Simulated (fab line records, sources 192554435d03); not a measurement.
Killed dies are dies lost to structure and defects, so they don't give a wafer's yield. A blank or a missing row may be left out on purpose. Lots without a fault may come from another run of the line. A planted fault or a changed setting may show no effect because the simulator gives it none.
Split-lot experiment | flow n5_finfet | 7 lots, 21 wafers read, on a route of 1938 steps

THE SPLIT
At N5_BEOL_M9_COAT_60 (time 60 s, resist thk 30 nm), the setting spin_rpm was moved away from the recipe's 1500 rpm on 6 of the 21 wafers read, by -7.9% to +11.2%. The other wafers ran this setting at the recipe's value.

FROM THE SPLIT TO THE READING: what the file shows between them, 6 steps
- N5_BEOL_M9_EXPOSE_08: exposes mask M9 (also split here: dose_mj)
- N5_BEOL_M9_PEB_09: peb time 60 s
- N5_BEOL_M9_DEVELOP_10: develop time 30 s
- N5_BEOL_M9_CD_MEAS_11: target cd 64.1 nm
- N5_BEOL_M9_DESCUM_16: chemistry O2, time 7.9 s
- N5_BEOL_M9_ETCH_61: etches SiARC in CF4, target depth 39 nm, time 65 s

THE READING
SiARC_of_BEOL_M9_COAT_60.thk_nm (the simulator's own value, which no gauge read), in nm, at N5_BEOL_M9_ETCH_62 (etches SOC in N2/H2, target depth 110 nm, overetch 22 nm, time 165 s). The file gives no usual value for it. The 15 wafers here that ran the recipe average 23.5 nm, standard deviation 0.24 nm.

wafer  | tool, chamber at the split | spin_rpm as run, rpm | against the recipe | SiARC_of_BEOL_M9_COAT_60.thk_nm, nm | against lot-mates on the recipe
L077.1 | litho_track-04, 0          | 1381                 | -7.9%              | 24.8                                | +1.2
L077.5 | litho_track-04, 0          | 1500                 | recipe             | 23.6                                | -
L077.6 | litho_track-04, 0          | 1381                 | -7.9%              | 24.6                                | +1.0
L079.1 | litho_track-03, 0          | 1500                 | recipe             | 23.8                                | -
L079.3 | litho_track-03, 0          | 1500                 | recipe             | 23.2                                | -
L079.4 | litho_track-03, 0          | 1500                 | recipe             | 23.4                                | -
L082.1 | litho_track-01, 0          | 1500                 | recipe             | 24                                  | -
L082.3 | litho_track-01, 0          | 1544                 | +2.9%              | 23.6                                | -0.2
L082.6 | litho_track-01, 0          | 1500                 | recipe             | 23.6                                | -
L083.1 | litho_track-04, 0          | 1500                 | recipe             | 23.8                                | -
L083.5 | litho_track-04, 0          | 1500                 | recipe             | 23.8                                | -
L083.4 | litho_track-04, 0          | 1500                 | recipe             | 23.2                                | -
L086.1 | litho_track-03, 0          | 1500                 | recipe             | 23.4                                | -
L086.2 | litho_track-03, 0          | 1500                 | recipe             | 23.4                                | -
L086.3 | litho_track-03, 0          | 1500                 | recipe             | 23.8                                | -
L091.1 | litho_track-04, 0          | 1500                 | recipe             | 23.4                                | -
L091.5 | litho_track-04, 0          | 1500                 | recipe             | 23.4                                | -
L091.2 | litho_track-04, 0          | 1668                 | +11.2%             | 21.8                                | -1.6
L095.3 | litho_track-04, 0          | 1557                 | +3.8%              | 22.8                                | -0.6
L095.4 | litho_track-04, 0          | 1500                 | recipe             | 23.4                                | -
L095.5 | litho_track-04, 0          | 1557                 | +3.8%              | 22.6                                | -0.8

THE FIT
A straight line over all 21 wafers: SiARC_of_BEOL_M9_COAT_60.thk_nm changes by -0.153 nm for each +1% of spin_rpm; r = -0.92; the points scatter about the line by 0.26 nm.
The same after taking each lot's own level away (the mean of its wafers on the recipe; 21 wafers): -0.143 nm for each +1%; r = -0.94; scatter 0.2 nm.
On that fit, the largest move of spin_rpm shifts the reading by 1.6 nm.
The lots' own levels span 23.40 to 23.80 nm, that is 1.7 times the standard deviation above.
So the lot-to-lot level changes the slope little: the two slopes agree.
Check: with one of the wafers moved furthest among these (+11.2%) left out of the fit, the line predicts -1.61 nm for it against its lot-mates. It came out at -1.6 nm against them.

OTHER SPLITS ON THESE WAFERS
These wafers also went through other splits before the reading. Each is held against what the fit with the lots' levels taken away leaves over:
other split on the same wafers   | wafers away from the commonest value | r with SiARC_of_BEOL_M9_COAT_60.thk_nm (lot level and that fit taken away)
N5_BEOL_M6_ETCH_66 bias_w        | 3                                    | -0.25
N5_BEOL_M7_ILD_DEP_00 time_s     | 4                                    | +0.05
N5_BEOL_M7_COAT_60 spin_rpm      | 4                                    | +0.34
N5_BEOL_M8_ETCH_65 source_w      | 6                                    | +0.00
N5_BEOL_M8_TRENCH_ETCH_37 bias_w | 8                                    | -0.30
N5_BEOL_M9_EXPOSE_08 dose_mj     | 10                                   | +0.01

THE WHOLE CHAIN: every reading that the file lists as answering this split, in the file's order
step               | what it does                                                         | reading                                                                            | change (the file's fit)               | r (the file's)
N5_BEOL_M9_COAT_60 | time 60 s, resist thk 30 nm                                          | SiARC_of_BEOL_M9_COAT_60.thk_nm (the simulator's own value, which no gauge read)   | -0.146 nm for each +1% of the setting | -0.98
N5_BEOL_M9_ETCH_61 | etches SiARC in CF4, target depth 39 nm, time 65 s                   | CAR-ArF_of_BEOL_M9_COAT_05.thk_nm (the simulator's own value, which no gauge read) | +0.139 nm for each +1% of the setting | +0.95
N5_BEOL_M9_ETCH_61 | etches SiARC in CF4, target depth 39 nm, time 65 s                   | etch.depth_nm (the simulator's own value, which no gauge read)                     | -0.142 nm for each +1% of the setting | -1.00
N5_BEOL_M9_ETCH_62 | etches SOC in N2/H2, target depth 110 nm, overetch 22 nm, time 165 s | SiARC_of_BEOL_M9_COAT_60.thk_nm (the simulator's own value, which no gauge read)   | -0.141 nm for each +1% of the setting | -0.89

THE FILE'S OWN FIT
SiARC_of_BEOL_M9_COAT_60.thk_nm changes by -0.141 nm for each +1% of spin_rpm, r = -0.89.
